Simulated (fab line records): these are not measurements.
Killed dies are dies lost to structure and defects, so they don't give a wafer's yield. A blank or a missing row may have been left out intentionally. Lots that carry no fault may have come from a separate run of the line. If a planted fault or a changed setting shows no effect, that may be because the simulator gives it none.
Matching of chambers :: flow n5 finfet :: N5_BEOL_M0_PRE_CLEAN_131 on cvd co-01: 3 sister chambers
The step time 15 s. 6 wafers are shown with their chamber, then 9 later ones without.

## WAFERS, EACH WITH ITS CHAMBER
wafer: L305.2
chamber: 1
heater power w (W): 73

wafer: L305.3
chamber: 2
heater power w (W): 97

wafer: L305.4
chamber: 0
heater power w (W): 79

wafer: L307.1
chamber: 0
heater power w (W): 77

wafer: L307.2
chamber: 1
heater power w (W): 71

wafer: L307.3
chamber: 2
heater power w (W): 96

## WAFERS MISSING THEIR CHAMBER
wafer: L309.1
heater power w (W): 71

wafer: L309.4
heater power w (W): 74

wafer: L309.5
heater power w (W): 78

wafer: L311.1
heater power w (W): 73

wafer: L311.3
heater power w (W): 79

wafer: L311.4
heater power w (W): 72

wafer: L312.3
heater power w (W): 97

wafer: L312.5
heater power w (W): 100

wafer: L312.6
heater power w (W): 74

## CHAMBER TAKEN BY EACH
wafer: L309.1
from the rows above: 1
in truth: 1

wafer: L309.4
from the rows above: can't be placed: 1 or 0
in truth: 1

wafer: L309.5
from the rows above: 0
in truth: 0

wafer: L311.1
from the rows above: 1
in truth: 1

wafer: L311.3
from the rows above: 0
in truth: 0

wafer: L311.4
from the rows above: 1
in truth: 1

wafer: L312.3
from the rows above: 2
in truth: 2

wafer: L312.5
from the rows above: 2
in truth: 2

wafer: L312.6
from the rows above: can't be placed: 1 or 0
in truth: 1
Correct placement for 7 of the 9. Cannot be placed on the basis of these rows: 2; the candidates contain the true chamber in 2. Wrongly placed: 0.
How it was worked out, from the rows above alone: a wafer's distance from a chamber is the root of the sum, over the readings, of the square of ((its reading less the chamber's mean) divided by the reading's scatter). If the next closest chamber is less than 2 further off than the closest, the wafer can't be placed; otherwise it belongs to the closest. The mean given for a chamber averages the wafers shown for that chamber. The scatter: the root of (the sum of the squares of (reading less its chamber's mean) over the shown wafers, divided by (wafers less chambers)).
